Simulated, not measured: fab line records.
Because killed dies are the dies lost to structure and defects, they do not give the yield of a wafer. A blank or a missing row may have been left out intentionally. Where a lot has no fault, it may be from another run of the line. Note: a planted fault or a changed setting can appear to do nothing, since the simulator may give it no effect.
Matching of chambers    flow nand-harc    rie-diel-06 running NHARC_P_BONDPAD_STRIP_15: 4 sister chambers
The step strips in O2. 14 wafers are shown with their chamber, then 7 later ones without.

## WAFERS PAIRED WITH THEIR CHAMBERS
wafer   chamber  drypump-motor-current-A (A)  oes-product-au (a.u.)  rf-vpp-V (V)
L353.3  3        6.0                          0.986                  56.9
L353.4  2        5.1                          0.986                  57.8
L353.5  2        5.1                          1.000                  58.6
L354.2  2        5.1                          0.995                  56.9
L354.3  1        5.7                          1.007                  59.8
L354.6  2        5.1                          1.005                  58.3
L355.1  2        5.1                          1.000                  57.5
L355.2  1        5.7                          1.000                  58.7
L355.6  1        5.8                          1.013                  58.6
L357.1  3        6.0                          1.001                  58.3
L357.4  0        5.6                          1.008                  58.9
L357.6  1        5.8                          1.006                  57.7
L358.2  3        6.0                          0.997                  58.6
L358.5  1        5.8                          1.008                  57.9

SIGNATURES (averages over the wafers above)
reading                  chamber 0  chamber 1  chamber 2  chamber 3  scatter within a chamber
drypump-motor-current-A  5.600      5.760      5.100      6.000      0.0346
oes-product-au           1.00800    1.00680    0.99720    0.99467    0.00644
rf-vpp-V                 58.900     58.540     57.820     57.933     0.785
Rule: a wafer lies at a distance from a chamber equal to the root of the sum of squares, over the readings, of (its reading less the chamber's mean, divided by the reading's scatter). The wafer belongs to the nearest chamber; if the next one is less than 2 further off, it can't be placed. How the scatter is found: for the shown wafers, subtract from each reading the mean of its chamber, square and add these, divide the total by (wafers less chambers), then take the root.

## WAFERS MISSING THEIR CHAMBER
wafer   drypump-motor-current-A (A)  oes-product-au (a.u.)  rf-vpp-V (V)
L358.6  5.6                          1.005                  56.8
L372.2  5.1                          1.004                  57.3
L372.3  5.8                          0.992                  58.7
L372.6  5.6                          1.001                  57.0
L373.3  5.8                          0.992                  57.6
L373.5  6.0                          0.997                  57.2
L373.6  5.6                          0.995                  58.6

## CHAMBER TAKEN BY EACH
wafer   from the rows above  in truth
L358.6  0                    0
L372.2  2                    2
L372.3  1                    1
L372.6  0                    0
L373.3  1                    1
L373.5  3                    3
L373.6  0                    0
7 of 7 placed correctly. Left unplaced by these rows: 0. 0 placed wrongly.
